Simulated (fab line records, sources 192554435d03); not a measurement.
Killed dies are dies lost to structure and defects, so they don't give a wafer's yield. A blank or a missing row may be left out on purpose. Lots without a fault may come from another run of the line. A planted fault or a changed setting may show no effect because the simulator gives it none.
Which tool did it? | flow n5_finfet | 24 lots, 72 wafers sampled, at 4 steps of a route of 1938

WHAT THE GAUGES READ, wafer by wafer
N5_GATE_CUT_CD_MEAS_13: target cd 20 nm.
lot  | measured     | on        | cd_nm (nm)
L074 | day 4 09:42  | cd_sem-03 | 19.88 20.00 20.15
L075 | day 4 17:44  | cd_sem-03 | 20.52 19.84 20.48
L076 | day 5 00:32  | cd_sem-02 | 20.12 20.05 19.86
L077 | day 5 08:44  | cd_sem-03 | 20.22 19.96 19.76
L078 | day 5 19:11  | cd_sem-02 | 19.51 20.19 19.87
L079 | day 5 23:20  | cd_sem-01 | 19.94 19.57 19.61
L080 | day 6 02:37  | cd_sem-02 | 20.24 20.20 20.24
L081 | day 6 05:22  | cd_sem-02 | 20.08 19.76 19.77
L082 | day 6 11:14  | cd_sem-02 | 19.89 20.03 20.01
L083 | day 6 18:12  | cd_sem-03 | 19.88 19.82 20.05
L084 | day 6 23:41  | cd_sem-01 | 20.45 19.76 20.10
L085 | day 7 05:46  | cd_sem-03 | 19.50 19.60 19.94
L086 | day 7 12:08  | cd_sem-03 | 20.13 20.21 19.87
L087 | day 7 21:12  | cd_sem-01 | 19.95 19.86 20.44
L088 | day 8 00:16  | cd_sem-03 | 20.01 19.97 20.01
L089 | day 8 05:31  | cd_sem-03 | 20.23 20.35 19.83
L090 | day 8 10:58  | cd_sem-01 | 19.94 20.22 20.38
L091 | day 8 17:27  | cd_sem-03 | 19.86 19.68 19.89
L092 | day 8 23:49  | cd_sem-03 | 19.48 19.81 19.66
L093 | day 9 04:56  | cd_sem-03 | 20.13 20.16 20.15
L094 | day 9 10:35  | cd_sem-02 | 20.08 20.18 19.98
L095 | day 9 21:40  | cd_sem-02 | 19.62 20.14 19.96
L096 | day 10 00:10 | cd_sem-01 | 20.15 20.07 19.94
L097 | day 10 07:51 | cd_sem-01 | 20.24 20.47 20.39

WHICH TOOL RAN EACH LOT (tool, then ch and the chambers of the sampled wafers, then the start)
lot  | N5_HKMG_FIN_STRIP_88                 | N5_HKMG_FIN_ALD_71                  | N5_HKMG_FIN_W_FILL_22
L074 | plasma_asher-02 ch 0, day 4 03:10    | ald_metal-01 ch 0,1, day 4 03:39    | cvd_w-02 ch 0,1, day 4 05:10
L075 | plasma_asher-01 ch 1, day 4 10:55    | ald_metal-03 ch 0,1, day 4 11:24    | cvd_w-01 ch 1, day 4 13:11
L076 | plasma_asher-01 ch 0,1, day 4 18:01  | ald_metal-02 ch 1,2,3, day 4 18:30  | cvd_w-01 ch 0,1, day 4 20:01
L077 | plasma_asher-02 ch 0,1, day 5 00:24  | ald_metal-02 ch 1,2,3, day 5 00:46  | cvd_w-01 ch 0,1, day 5 02:17
L078 | plasma_asher-01 ch 0,1, day 5 10:19  | ald_metal-02 ch 0,3, day 5 10:49    | cvd_w-02 ch 0,1, day 5 12:20
L079 | plasma_asher-01 ch 0,1, day 5 16:49  | ald_metal-01 ch 0,1, day 5 17:17    | cvd_w-02 ch 0, day 5 18:48
L080 | plasma_asher-01 ch 0,1, day 5 18:00  | ald_metal-03 ch 0,1,2, day 5 18:29  | cvd_w-01 ch 0, day 5 19:59
L081 | plasma_asher-01 ch 0, day 5 22:56    | ald_metal-03 ch 1,3, day 5 23:25    | cvd_w-02 ch 0,1, day 6 00:55
L082 | plasma_asher-01 ch 0,1, day 6 04:49  | ald_metal-02 ch 1,2, day 6 05:11    | cvd_w-02 ch 0,1, day 6 06:41
L083 | plasma_asher-02 ch 0,1, day 6 11:37  | ald_metal-01 ch 0,3, day 6 12:13    | cvd_w-01 ch 0,1, day 6 13:44
L084 | plasma_asher-02 ch 0,1, day 6 17:16  | ald_metal-01 ch 1,2, day 6 17:44    | cvd_w-01 ch 0,1, day 6 19:17
L085 | plasma_asher-02 ch 1, day 6 23:01    | ald_metal-02 ch 0,1,3, day 6 23:31  | cvd_w-02 ch 1, day 7 01:01
L086 | plasma_asher-02 ch 0,1, day 7 05:41  | ald_metal-02 ch 0,3, day 7 06:03    | cvd_w-02 ch 0,1, day 7 07:34
L087 | plasma_asher-01 ch 0,1, day 7 14:34  | ald_metal-01 ch 0,1, day 7 15:03    | cvd_w-01 ch 0,1, day 7 16:41
L088 | plasma_asher-01 ch 0,1, day 7 17:52  | ald_metal-03 ch 0,3, day 7 18:14    | cvd_w-02 ch 0,1, day 7 19:52
L089 | plasma_asher-01 ch 0,1, day 7 22:37  | ald_metal-03 ch 0,2,3, day 7 23:06  | cvd_w-02 ch 0,1, day 8 00:36
L090 | plasma_asher-02 ch 0,1, day 8 04:22  | ald_metal-02 ch 1,2,3, day 8 04:51  | cvd_w-02 ch 0,1, day 8 06:22
L091 | plasma_asher-01 ch 0,1, day 8 09:47  | ald_metal-01 ch 0,1,3, day 8 10:17  | cvd_w-01 ch 0,1, day 8 11:47
L092 | plasma_asher-02 ch 0,1, day 8 15:34  | ald_metal-02 ch 0,1,3, day 8 16:02  | cvd_w-01 ch 0,1, day 8 17:34
L093 | plasma_asher-02 ch 0,1, day 8 22:16  | ald_metal-02 ch 1,2, day 8 22:44    | cvd_w-02 ch 0,1, day 9 00:25
L094 | plasma_asher-02 ch 0, day 9 03:58    | ald_metal-02 ch 0,1,3, day 9 04:27  | cvd_w-02 ch 1, day 9 05:58
L095 | plasma_asher-01 ch 1, day 9 14:58    | ald_metal-02 ch 0,1,3, day 9 15:27  | cvd_w-01 ch 0, day 9 16:58
L096 | plasma_asher-01 ch 0,1, day 9 17:28  | ald_metal-01 ch 0,2,3, day 9 17:58  | cvd_w-02 ch 0,1, day 9 19:46
L097 | plasma_asher-01 ch 0,1, day 10 01:16 | ald_metal-01 ch 1,2,3, day 10 01:41 | cvd_w-02 ch 0,1, day 10 03:16
- N5_HKMG_FIN_STRIP_88: strips in N2/H2, time 360 s.
- N5_HKMG_FIN_ALD_71: deposits TiN, target thk 1 nm, pulse time 1 s, purge time 3 s.
- N5_HKMG_FIN_W_FILL_22: material W, target thk 60 nm, time 18.2 s.

WHAT THE TOOLS THEMSELVES READ (means of the sampled wafers that have a number; where no wafer has one, the mark that the record gives instead)
N5_HKMG_FIN_STRIP_88.
lot  | tool            | drypump_motor_current_A (A) | h2_flow_sccm (sccm) | heater_power_w (W) | n2_flow_sccm (sccm)
L074 | plasma_asher-02 | 4.8                         | 3250                | 461                | 1741
L075 | plasma_asher-01 | 6.0                         | 3245                | 448                | 1743
L076 | plasma_asher-01 | 6.2                         | 3255                | 532                | 1751
L077 | plasma_asher-02 | 5.1                         | 3265                | 465                | 1750
L078 | plasma_asher-01 | 6.2                         | 3251                | 539                | 1750
L079 | plasma_asher-01 | 6.2                         | 3241                | 541                | 1750
L080 | plasma_asher-01 | 6.1                         | 3241                | 547                | 1759
L081 | plasma_asher-01 | 6.3                         | 3255                | 590                | 1742
L082 | plasma_asher-01 | 6.1                         | 3244                | 502                | 1752
L083 | plasma_asher-02 | 5.1                         | 3252                | 459                | 1755
L084 | plasma_asher-02 | 5.3                         | 3250                | 467                | 1748
L085 | plasma_asher-02 | 5.6                         | 3248                | 474                | 1756
L086 | plasma_asher-02 | 5.3                         | 3255                | 468                | 1755
L087 | plasma_asher-01 | 6.1                         | 3254                | 503                | 1754
L088 | plasma_asher-01 | 6.2                         | 3250                | 541                | 1751
L089 | plasma_asher-01 | 6.2                         | 3251                | 546                | 1742
L090 | plasma_asher-02 | 5.1                         | 3252                | 463                | 1758
L091 | plasma_asher-01 | 6.2                         | 3251                | 537                | 1745
L092 | plasma_asher-02 | 5.1                         | 3250                | 459                | 1750
L093 | plasma_asher-02 | 5.4                         | 3247                | 463                | 1752
L094 | plasma_asher-02 | 4.8                         | 3254                | 461                | 1751
L095 | plasma_asher-01 | 6.0                         | 3257                | 451                | 1747
L096 | plasma_asher-01 | 6.2                         | 3253                | 541                | 1762
L097 | plasma_asher-01 | 6.1                         | 3260                | 500                | 1749

N5_HKMG_FIN_ALD_71.
lot  | tool         | heater_power_outer_w (W) | heater_power_w (W) | precursor_pulse_height_rel
L074 | ald_metal-01 | 517                      | 868                | 0.998
L075 | ald_metal-03 | 464                      | 800                | 0.995
L076 | ald_metal-02 | 511                      | 843                | 0.986
L077 | ald_metal-02 | 506                      | 847                | 1.005
L078 | ald_metal-02 | 541                      | 890                | 1.013
L079 | ald_metal-01 | 530                      | 901                | 1.020
L080 | ald_metal-03 | 462                      | 751                | 1.012
L081 | ald_metal-03 | 491                      | 828                | 0.997
L082 | ald_metal-02 | 503                      | 841                | 0.995
L083 | ald_metal-01 | 452                      | 727                | 0.989
L084 | ald_metal-01 | 505                      | 835                | 0.990
L085 | ald_metal-02 | 535                      | 890                | 0.990
L086 | ald_metal-02 | 546                      | 892                | 0.977
L087 | ald_metal-01 | 517                      | 869                | 0.979
L088 | ald_metal-03 | 509                      | 789                | 0.997
L089 | ald_metal-03 | 483                      | 752                | 1.006
L090 | ald_metal-02 | 505                      | 837                | 1.000
L091 | ald_metal-01 | 489                      | 817                | 1.015
L092 | ald_metal-02 | 537                      | 883                | 0.997
L093 | ald_metal-02 | 502                      | 843                | 1.019
L094 | ald_metal-02 | 536                      | 898                | 1.012
L095 | ald_metal-02 | 539                      | 895                | 0.985
L096 | ald_metal-01 | 489                      | 807                | 1.013
L097 | ald_metal-01 | 471                      | 781                | 0.997

N5_HKMG_FIN_W_FILL_22.
lot  | tool     | heater_power_outer_w (W) | heater_power_w (W) | throttle_valve_pct (%)
L074 | cvd_w-02 | 604                      | 949                | 19.3
L075 | cvd_w-01 | 668                      | 990                | 18.5
L076 | cvd_w-01 | 621                      | 936                | 18.5
L077 | cvd_w-01 | 624                      | 929                | 18.6
L078 | cvd_w-02 | 607                      | 963                | 19.3
L079 | cvd_w-02 | 648                      | 984                | 18.0
L080 | cvd_w-01 | 536                      | 828                | 18.6
L081 | cvd_w-02 | 558                      | 922                | 20.3
L082 | cvd_w-02 | 551                      | 932                | 20.5
L083 | cvd_w-01 | 621                      | 929                | 18.7
L084 | cvd_w-01 | 618                      | 938                | 18.7
L085 | cvd_w-02 | 511                      | 894                | 21.6
L086 | cvd_w-02 | 559                      | 924                | 20.6
L087 | cvd_w-01 | 576                      | 888                | 18.6
L088 | cvd_w-02 | 559                      | 928                | 20.7
L089 | cvd_w-02 | 600                      | 975                | 19.5
L090 | cvd_w-02 | 608                      | 962                | 19.6
L091 | cvd_w-01 | 575                      | 872                | 18.8
L092 | cvd_w-01 | 579                      | 890                | 18.6
L093 | cvd_w-02 | 595                      | 962                | 19.5
L094 | cvd_w-02 | 513                      | 901                | 22.0
L095 | cvd_w-01 | 527                      | 809                | 19.1
L096 | cvd_w-02 | 613                      | 958                | 19.5
L097 | cvd_w-02 | 601                      | 955                | 19.6

THE ANSWER, worked out from the rows above alone
Rule: what is usual is taken from the lots themselves. Put in order of their means at a reading, lots are off if they are a third of the lots or fewer, leave a main group of 4 or more, and stand apart from it by a gap of 3 or more times the standard deviation of the main group's means; of several such gaps the widest counts. A main group whose means are all the same, to the digits that the tables above print for the reading, isn't used. A lot without any number at a reading at which 4 lots or more have one is off too. The other lots that the step has rows for count as sound. The gauges are gone through in route order, then the tools' own readings, and for those a lot's mean is taken as printed above. The first step at which some lot is off is used, and at that step the reading that is off furthest; a lot without a number counts as furthest.
No lot is off at any reading shown: from this, nothing can be told.

WHAT THE SIMULATOR HAD PUT IN
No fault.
